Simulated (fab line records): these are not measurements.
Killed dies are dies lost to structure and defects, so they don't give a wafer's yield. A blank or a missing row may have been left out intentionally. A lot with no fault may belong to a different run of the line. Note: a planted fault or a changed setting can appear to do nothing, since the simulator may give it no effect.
What tool caused it? :: flow nandHarc :: Sampling: 13 lots, 39 wafers, 5 of 1159 route steps

## WHAT THE GAUGES READ, wafer by wafer
NHARC_P_ZERO_WELL_INSPECT_43. Usual: 13 for rawDefectCount, sd 5.6.
lot: L614
measured: day 2 01:37
on: defectInspect-01
rawDefectCount: 11 10 9
flag: 

lot: L616
measured: day 2 13:28
on: defectInspect-02
rawDefectCount: 18 17 14
flag: 

lot: L617
measured: day 2 19:31
on: defectInspect-01
rawDefectCount: 14 15 15
flag: 

lot: L618
measured: day 3 01:38
on: defectInspect-01
rawDefectCount: 8 5 4
flag: 

lot: L619
measured: day 3 07:40
on: defectInspect-02
rawDefectCount: 19 31 16
flag: 

lot: L620
measured: day 3 13:40
on: defectInspect-01
rawDefectCount: 14 11 11
flag: 

lot: L625
measured: day 4 19:43
on: defectInspect-02
rawDefectCount: 13 11 7
flag: 

lot: L626
measured: day 5 01:37
on: defectInspect-02
rawDefectCount: 10 11 466
flag: OFF

lot: L628
measured: day 5 13:35
on: defectInspect-02
rawDefectCount: 16 8 492
flag: OFF

lot: L630
measured: day 6 01:37
on: defectInspect-02
rawDefectCount: 15 6 9
flag: 

lot: L631
measured: day 6 07:35
on: defectInspect-01
rawDefectCount: 3 4 6
flag: 

lot: L632
measured: day 6 13:29
on: defectInspect-02
rawDefectCount: 10 10 10
flag: 

lot: L633
measured: day 6 20:07
on: defectInspect-02
rawDefectCount: 6 13 21
flag: 

NHARC_END_SORT_01. Usual: killedAtArray 28, standard deviation 12; killedAtOther 0.8, standard deviation 1.1; killedAtPeriphery 3.6, standard deviation 2.3; killedDies 32, standard deviation 12; killedOpen 3.4, standard deviation 1.9; killedShort 2.0, standard deviation 1.3.
lot: L626
measured: day 22 00:01
on: prober-02
killedAtArray: 18 11 9
killedAtOther: 0 1 0
killedAtPeriphery: 5 5 56
killedDies: 23 17 65
killedOpen: 3 2 1
killedShort: 2 1 2
flag: OFF

lot: L628
measured: day 23 08:14
on: prober-01
killedAtArray: 31 35 20
killedAtOther: 0 0 0
killedAtPeriphery: 0 2 52
killedDies: 31 37 72
killedOpen: 7 5 2
killedShort: 4 1 2
flag: OFF

## EACH LOT AND THE TOOL THAT RAN IT (in order: tool; ch and the chambers of the sampled wafers; start)
lot: L614
NHARC_P_ZERO_WELL_PECVD_02: pecvd-02 ch 0,1, day 1 18:31
NHARC_P_STI_ETCH_31: rieDiel-09 ch 0,2, no start
NHARC_P_GATE_HM_OPEN_105: rieDiel-07 ch 0,2, no start

lot: L616
NHARC_P_ZERO_WELL_PECVD_02: pecvd-03 ch 0,2, day 2 06:29
NHARC_P_STI_ETCH_31: rieDiel-09 ch 0,2,3, no start
NHARC_P_GATE_HM_OPEN_105: rieDiel-03 ch 0,1,3, no start

lot: L617
NHARC_P_ZERO_WELL_PECVD_02: pecvd-03 ch 0,1, day 2 12:26
NHARC_P_STI_ETCH_31: rieDiel-11 ch 1,2,3, no start
NHARC_P_GATE_HM_OPEN_105: rieDiel-10 ch 0,2,3, no start

lot: L618
NHARC_P_ZERO_WELL_PECVD_02: pecvd-01 ch 0,1,2, day 2 18:28
NHARC_P_STI_ETCH_31: rieDiel-09 ch 2,3, no start
NHARC_P_GATE_HM_OPEN_105: rieDiel-07 ch 0,1,2, no start

lot: L619
NHARC_P_ZERO_WELL_PECVD_02: pecvd-01 ch 0,2, day 3 00:29
NHARC_P_STI_ETCH_31: rieDiel-11 ch 0,3, no start
NHARC_P_GATE_HM_OPEN_105: rieDiel-10 ch 1,2,3, no start

lot: L620
NHARC_P_ZERO_WELL_PECVD_02: pecvd-02 ch 0,1,2, day 3 06:31
NHARC_P_STI_ETCH_31: rieDiel-06 ch 0,1,2, no start
NHARC_P_GATE_HM_OPEN_105: rieDiel-10 ch 0,1,2, no start

lot: L625
NHARC_P_ZERO_WELL_PECVD_02: pecvd-02 ch 1,2, day 4 12:37
NHARC_P_STI_ETCH_31: rieDiel-11 ch 0,2,3, no start
NHARC_P_GATE_HM_OPEN_105: rieDiel-10 ch 0,1,2, no start

lot: L626
NHARC_P_ZERO_WELL_PECVD_02: pecvd-03 ch 0,1, day 4 18:26
NHARC_P_STI_ETCH_31: rieDiel-06 ch 0,1, day 22 00:01 or earlier
NHARC_P_GATE_HM_OPEN_105: rieDiel-10 ch 0,2, day 22 00:01 or earlier

lot: L628
NHARC_P_ZERO_WELL_PECVD_02: pecvd-03 ch 0,1, day 5 06:32
NHARC_P_STI_ETCH_31: rieDiel-09 ch 0,1, day 23 08:14 or earlier
NHARC_P_GATE_HM_OPEN_105: rieDiel-07 ch 1,3, day 23 08:14 or earlier

lot: L630
NHARC_P_ZERO_WELL_PECVD_02: pecvd-02 ch 0,1, day 5 18:39
NHARC_P_STI_ETCH_31: rieDiel-06 ch 0,1, no start
NHARC_P_GATE_HM_OPEN_105: rieDiel-07 ch 2,3, no start

lot: L631
NHARC_P_ZERO_WELL_PECVD_02: pecvd-02 ch 0,1,2, day 6 00:26
NHARC_P_STI_ETCH_31: rieDiel-11 ch 0,1,3, no start
NHARC_P_GATE_HM_OPEN_105: rieDiel-07 ch 0,3, no start

lot: L632
NHARC_P_ZERO_WELL_PECVD_02: pecvd-01 ch 1,2, day 6 06:29
NHARC_P_STI_ETCH_31: rieDiel-06 ch 0,2,3, no start
NHARC_P_GATE_HM_OPEN_105: rieDiel-10 ch 1,2,3, no start

lot: L633
NHARC_P_ZERO_WELL_PECVD_02: pecvd-01 ch 1,2, day 6 12:40
NHARC_P_STI_ETCH_31: rieDiel-11 ch 0,2,3, no start
NHARC_P_GATE_HM_OPEN_105: rieDiel-07 ch 1,2,3, no start
- NHARC_P_ZERO_WELL_PECVD_02: deposits SiO2, target thk 10 nm.
- NHARC_P_STI_ETCH_31: etches the open film in CF4/CHF3, target depth 108.9 nm, time 54.5 s.
- NHARC_P_GATE_HM_OPEN_105: chemistry O2/COS, target depth 360 nm.

## WHAT THE TOOLS THEMSELVES READ (means of the sampled wafers that have a number; where no wafer has one, the mark that the record gives instead)
NHARC_P_STI_ETCH_31. Usual: drypumpMotorCurrentA 5.7 A, standard deviation 0.47; oesProductAu 0.962 a.u., standard deviation 0.015; rfVppV 370.9 V, standard deviation 2.5; showerheadPlenumPTorr 1.58 Torr, standard deviation 0.071; throttleValvePct 16.804 %, standard deviation 0.0096.
lot: L614
tool: rieDiel-09
drypumpMotorCurrentA (A): 5.3
oesProductAu (a.u.): 0.975
rfVppV (V): 368.8
showerheadPlenumPTorr (Torr): 1.51
throttleValvePct (%): 16.800
flag: 

lot: L616
tool: rieDiel-09
drypumpMotorCurrentA (A): 5.6
oesProductAu (a.u.): 0.965
rfVppV (V): 369.4
showerheadPlenumPTorr (Torr): 1.55
throttleValvePct (%): 16.810
flag: 

lot: L617
tool: rieDiel-11
drypumpMotorCurrentA (A): 5.7
oesProductAu (a.u.): 0.962
rfVppV (V): 371.6
showerheadPlenumPTorr (Torr): 1.61
throttleValvePct (%): 16.810
flag: 

lot: L618
tool: rieDiel-09
drypumpMotorCurrentA (A): 5.5
oesProductAu (a.u.): 0.967
rfVppV (V): 371.7
showerheadPlenumPTorr (Torr): 1.58
throttleValvePct (%): 16.805
flag: 

lot: L619
tool: rieDiel-11
drypumpMotorCurrentA (A): 5.9
oesProductAu (a.u.): 0.976
rfVppV (V): 373.2
showerheadPlenumPTorr (Torr): 1.65
throttleValvePct (%): 16.799
flag: 

lot: L620
tool: rieDiel-06
drypumpMotorCurrentA (A): 5.8
oesProductAu (a.u.): 0.974
rfVppV (V): 370.0
showerheadPlenumPTorr (Torr): 1.56
throttleValvePct (%): 16.809
flag: 

lot: L625
tool: rieDiel-11
drypumpMotorCurrentA (A): 6.0
oesProductAu (a.u.): 0.979
rfVppV (V): 371.6
showerheadPlenumPTorr (Torr): 1.59
throttleValvePct (%): 16.807
flag: 

lot: L626
tool: rieDiel-06
drypumpMotorCurrentA (A): 5.7
oesProductAu (a.u.): 0.945
rfVppV (V): 368.5
showerheadPlenumPTorr (Torr): 1.55
throttleValvePct (%): 16.803
flag: 

lot: L628
tool: rieDiel-09
drypumpMotorCurrentA (A): 6.1
oesProductAu (a.u.): 0.956
rfVppV (V): 369.5
showerheadPlenumPTorr (Torr): 1.55
throttleValvePct (%): 16.796
flag: 

lot: L630
tool: rieDiel-06
drypumpMotorCurrentA (A): 5.8
oesProductAu (a.u.): 0.975
rfVppV (V): 372.2
showerheadPlenumPTorr (Torr): 1.61
throttleValvePct (%): 16.797
flag: 

lot: L631
tool: rieDiel-11
drypumpMotorCurrentA (A): 5.6
oesProductAu (a.u.): 0.974
rfVppV (V): 373.0
showerheadPlenumPTorr (Torr): 1.64
throttleValvePct (%): 16.794
flag: 

lot: L632
tool: rieDiel-06
drypumpMotorCurrentA (A): 5.8
oesProductAu (a.u.): 0.966
rfVppV (V): 369.7
showerheadPlenumPTorr (Torr): 1.54
throttleValvePct (%): 16.808
flag: 

lot: L633
tool: rieDiel-11
drypumpMotorCurrentA (A): 6.0
oesProductAu (a.u.): 0.960
rfVppV (V): 371.0
showerheadPlenumPTorr (Torr): 1.59
throttleValvePct (%): 16.808
flag: 

NHARC_P_GATE_HM_OPEN_105. Usual: drypumpMotorCurrentA 5.80 A, standard deviation 0.29; oesProductAu 1.000 a.u., standard deviation 0.0085; rfVppV 468 V, standard deviation 3.3; showerheadPlenumPTorr 3.15 Torr, standard deviation 0.15; throttleValvePct 28.330 %, standard deviation 0.0088.
lot: L614
tool: rieDiel-07
drypumpMotorCurrentA (A): 6.21
oesProductAu (a.u.): 1.006
rfVppV (V): 463
showerheadPlenumPTorr (Torr): 2.95
throttleValvePct (%): 28.324
flag: 

lot: L616
tool: rieDiel-03
drypumpMotorCurrentA (A): 5.78
oesProductAu (a.u.): 1.004
rfVppV (V): 470
showerheadPlenumPTorr (Torr): 3.27
throttleValvePct (%): 28.327
flag: 

lot: L617
tool: rieDiel-10
drypumpMotorCurrentA (A): 5.76
oesProductAu (a.u.): 1.003
rfVppV (V): 471
showerheadPlenumPTorr (Torr): 3.29
throttleValvePct (%): 28.326
flag: 

lot: L618
tool: rieDiel-07
drypumpMotorCurrentA (A): 5.95
oesProductAu (a.u.): 1.005
rfVppV (V): 464
showerheadPlenumPTorr (Torr): 2.96
throttleValvePct (%): 28.334
flag: 

lot: L619
tool: rieDiel-10
drypumpMotorCurrentA (A): 5.87
oesProductAu (a.u.): 0.991
rfVppV (V): 469
showerheadPlenumPTorr (Torr): 3.23
throttleValvePct (%): 28.324
flag: 

lot: L620
tool: rieDiel-10
drypumpMotorCurrentA (A): 5.67
oesProductAu (a.u.): 1.008
rfVppV (V): 470
showerheadPlenumPTorr (Torr): 3.23
throttleValvePct (%): 28.318
flag: 

lot: L625
tool: rieDiel-10
drypumpMotorCurrentA (A): 5.68
oesProductAu (a.u.): 0.999
rfVppV (V): 469
showerheadPlenumPTorr (Torr): 3.22
throttleValvePct (%): 28.335
flag: 

lot: L626
tool: rieDiel-10
drypumpMotorCurrentA (A): 5.56
oesProductAu (a.u.): 1.006
rfVppV (V): 470
showerheadPlenumPTorr (Torr): 3.28
throttleValvePct (%): 28.331
flag: 

lot: L628
tool: rieDiel-07
drypumpMotorCurrentA (A): 5.64
oesProductAu (a.u.): 0.998
rfVppV (V): 465
showerheadPlenumPTorr (Torr): 3.04
throttleValvePct (%): 28.327
flag: 

lot: L630
tool: rieDiel-07
drypumpMotorCurrentA (A): 5.82
oesProductAu (a.u.): 1.000
rfVppV (V): 469
showerheadPlenumPTorr (Torr): 3.14
throttleValvePct (%): 28.320
flag: 

lot: L631
tool: rieDiel-07
drypumpMotorCurrentA (A): 5.89
oesProductAu (a.u.): 1.000
rfVppV (V): 467
showerheadPlenumPTorr (Torr): 3.11
throttleValvePct (%): 28.328
flag: 

lot: L632
tool: rieDiel-10
drypumpMotorCurrentA (A): 5.85
oesProductAu (a.u.): 0.994
rfVppV (V): 468
showerheadPlenumPTorr (Torr): 3.22
throttleValvePct (%): 28.327
flag: 

lot: L633
tool: rieDiel-07
drypumpMotorCurrentA (A): 5.77
oesProductAu (a.u.): 0.995
rfVppV (V): 466
showerheadPlenumPTorr (Torr): 3.04
throttleValvePct (%): 28.329
flag: 

## THE ANSWER, worked out from the rows above alone
Rule: a lot counts as off when the mean over its wafers that have a number is more than 3 standard deviations away from the usual mean. A lot without any number at a reading at which 4 lots or more have one is off too. All remaining lots with rows at the step are treated as sound. After the gauges, taken in route order, come the tools' own readings; for these a lot's mean is taken, as printed above. The first step at which some lot is off is used, and at that step the reading that is off furthest; a lot without a number counts as furthest.
Off: L626, L628 (NHARC_P_ZERO_WELL_INSPECT_43, rawDefectCount).
A tool fits if, at a process step before that reading, it ran every lot that is off, and no sound lot after the first of them. Not tried: the gauges at NHARC_P_ZERO_WELL_INSPECT_43; whatever is off there is also off at NHARC_END_SORT_01, on other tools, and gauge error can't account for it. One fits: pecvd-03 at NHARC_P_ZERO_WELL_PECVD_02. Its last sound lot is L617 (day 2 12:26), its first lot that is off L626 (day 4 18:26): a fault that began between those two fits.

## WHAT THE SIMULATOR HAD INSERTED
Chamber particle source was pecvd-03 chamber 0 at NHARC_P_ZERO_WELL_PECVD_02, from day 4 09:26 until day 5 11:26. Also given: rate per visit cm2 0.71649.
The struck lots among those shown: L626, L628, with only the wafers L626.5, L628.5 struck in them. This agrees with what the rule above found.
